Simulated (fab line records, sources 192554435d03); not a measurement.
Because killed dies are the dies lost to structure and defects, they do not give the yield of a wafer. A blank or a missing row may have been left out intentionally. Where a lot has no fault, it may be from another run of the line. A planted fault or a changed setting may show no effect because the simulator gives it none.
Chamber matching :: flow n5 finfet :: N5_BEOL_M2_PRE_CLEAN_60 on cvd co-01: 3 sister chambers
The step time 15 s. 45 wafers are shown with their chamber, then 12 later ones without.

EACH WAFER AND ITS CHAMBER
wafer: L074.1
chamber: 2
heater power outer w (W): 20
heater power w (W): 70

wafer: L074.2
chamber: 0
heater power outer w (W): 3
heater power w (W): 63

wafer: L074.4
chamber: 0
heater power outer w (W): 3
heater power w (W): 65

wafer: L076.1
chamber: 2
heater power outer w (W): 20
heater power w (W): 71

wafer: L076.2
chamber: 1
heater power outer w (W): 23
heater power w (W): 87

wafer: L076.4
chamber: 2
heater power outer w (W): 20
heater power w (W): 71

wafer: L077.1
chamber: 1
heater power outer w (W): 24
heater power w (W): 86

wafer: L077.2
chamber: 0
heater power outer w (W): 4
heater power w (W): 65

wafer: L077.5
chamber: 2
heater power outer w (W): 20
heater power w (W): 69

wafer: L078.2
chamber: 0
heater power outer w (W): 3
heater power w (W): 63

wafer: L078.3
chamber: 2
heater power outer w (W): 20
heater power w (W): 72

wafer: L078.5
chamber: 1
heater power outer w (W): 23
heater power w (W): 83

wafer: L081.2
chamber: 2
heater power outer w (W): 20
heater power w (W): 70

wafer: L081.3
chamber: 0
heater power outer w (W): 3
heater power w (W): 64

wafer: L081.6
chamber: 1
heater power outer w (W): 24
heater power w (W): 86

wafer: L082.1
chamber: 0
heater power outer w (W): 3
heater power w (W): 66

wafer: L082.2
chamber: 1
heater power outer w (W): 24
heater power w (W): 86

wafer: L082.6
chamber: 1
heater power outer w (W): 23
heater power w (W): 86

wafer: L083.1
chamber: 2
heater power outer w (W): 20
heater power w (W): 71

wafer: L083.2
chamber: 1
heater power outer w (W): 23
heater power w (W): 85

wafer: L083.5
chamber: 2
heater power outer w (W): 20
heater power w (W): 71

wafer: L084.2
chamber: 0
heater power outer w (W): 4
heater power w (W): 65

wafer: L084.4
chamber: 2
heater power outer w (W): 20
heater power w (W): 73

wafer: L084.5
chamber: 1
heater power outer w (W): 24
heater power w (W): 86

wafer: L086.1
chamber: 2
heater power outer w (W): 21
heater power w (W): 71

wafer: L086.4
chamber: 2
heater power outer w (W): 21
heater power w (W): 71

wafer: L086.5
chamber: 0
heater power outer w (W): 4
heater power w (W): 64

wafer: L087.1
chamber: 2
heater power outer w (W): 20
heater power w (W): 70

wafer: L087.4
chamber: 1
heater power outer w (W): 23
heater power w (W): 88

wafer: L087.5
chamber: 0
heater power outer w (W): 4
heater power w (W): 65

wafer: L088.1
chamber: 2
heater power outer w (W): 21
heater power w (W): 71

wafer: L088.3
chamber: 1
heater power outer w (W): 23
heater power w (W): 85

wafer: L088.6
chamber: 2
heater power outer w (W): 20
heater power w (W): 71

wafer: L090.4
chamber: 1
heater power outer w (W): 24
heater power w (W): 84

wafer: L090.5
chamber: 0
heater power outer w (W): 4
heater power w (W): 64

wafer: L090.6
chamber: 2
heater power outer w (W): 20
heater power w (W): 71

wafer: L091.2
chamber: 2
heater power outer w (W): 21
heater power w (W): 72

wafer: L091.3
chamber: 1
heater power outer w (W): 23
heater power w (W): 85

wafer: L091.5
chamber: 1
heater power outer w (W): 23
heater power w (W): 87

wafer: L092.2
chamber: 2
heater power outer w (W): 20
heater power w (W): 71

wafer: L092.4
chamber: 1
heater power outer w (W): 24
heater power w (W): 84

wafer: L092.5
chamber: 0
heater power outer w (W): 4
heater power w (W): 65

wafer: L093.1
chamber: 0
heater power outer w (W): 4
heater power w (W): 63

wafer: L093.5
chamber: 2
heater power outer w (W): 21
heater power w (W): 72

wafer: L093.6
chamber: 1
heater power outer w (W): 24
heater power w (W): 86

SIGNATURES (means of the wafers above)
reading: heater power outer w
chamber 0: 3.58
chamber 1: 23.47
chamber 2: 20.28
scatter within a chamber: 0.494

reading: heater power w
chamber 0: 64.33
chamber 1: 85.60
chamber 2: 71.00
scatter within a chamber: 1.07
Rule: for each reading, subtract the chamber's mean from the wafer's reading, divide by that reading's scatter and square the result; add these up over the readings and take the root, which gives the wafer's distance from the chamber. The wafer belongs to the nearest chamber; if the next one is less than 2 further off, it can't be placed. The scatter is the square root of a quotient: the sum, over the shown wafers, of each reading's squared deviation from its chamber's mean, divided by wafers minus chambers.

WAFERS WHOSE CHAMBER IS MISSING
wafer: L094.2
heater power outer w (W): 4
heater power w (W): 65

wafer: L094.4
heater power outer w (W): 23
heater power w (W): 88

wafer: L094.6
heater power outer w (W): 4
heater power w (W): 65

wafer: L095.1
heater power outer w (W): 23
heater power w (W): 88

wafer: L095.3
heater power outer w (W): 21
heater power w (W): 72

wafer: L095.5
heater power outer w (W): 4
heater power w (W): 65

wafer: L097.2
heater power outer w (W): 4
heater power w (W): 65

wafer: L097.3
heater power outer w (W): 21
heater power w (W): 71

wafer: L097.4
heater power outer w (W): 23
heater power w (W): 86

wafer: L096.2
heater power outer w (W): 4
heater power w (W): 65

wafer: L096.4
heater power outer w (W): 4
heater power w (W): 66

wafer: L096.6
heater power outer w (W): 21
heater power w (W): 73

CHAMBER TAKEN BY EACH
wafer: L094.2
from the rows above: 0
in truth: 0

wafer: L094.4
from the rows above: 1
in truth: 1

wafer: L094.6
from the rows above: 0
in truth: 0

wafer: L095.1
from the rows above: 1
in truth: 1

wafer: L095.3
from the rows above: 2
in truth: 2

wafer: L095.5
from the rows above: 0
in truth: 0

wafer: L097.2
from the rows above: 0
in truth: 0

wafer: L097.3
from the rows above: 2
in truth: 2

wafer: L097.4
from the rows above: 1
in truth: 1

wafer: L096.2
from the rows above: 0
in truth: 0

wafer: L096.4
from the rows above: 0
in truth: 0

wafer: L096.6
from the rows above: 2
in truth: 2
Correct placement for 12 of the 12. Can't be placed from these rows: 0. Number placed wrongly: 0.
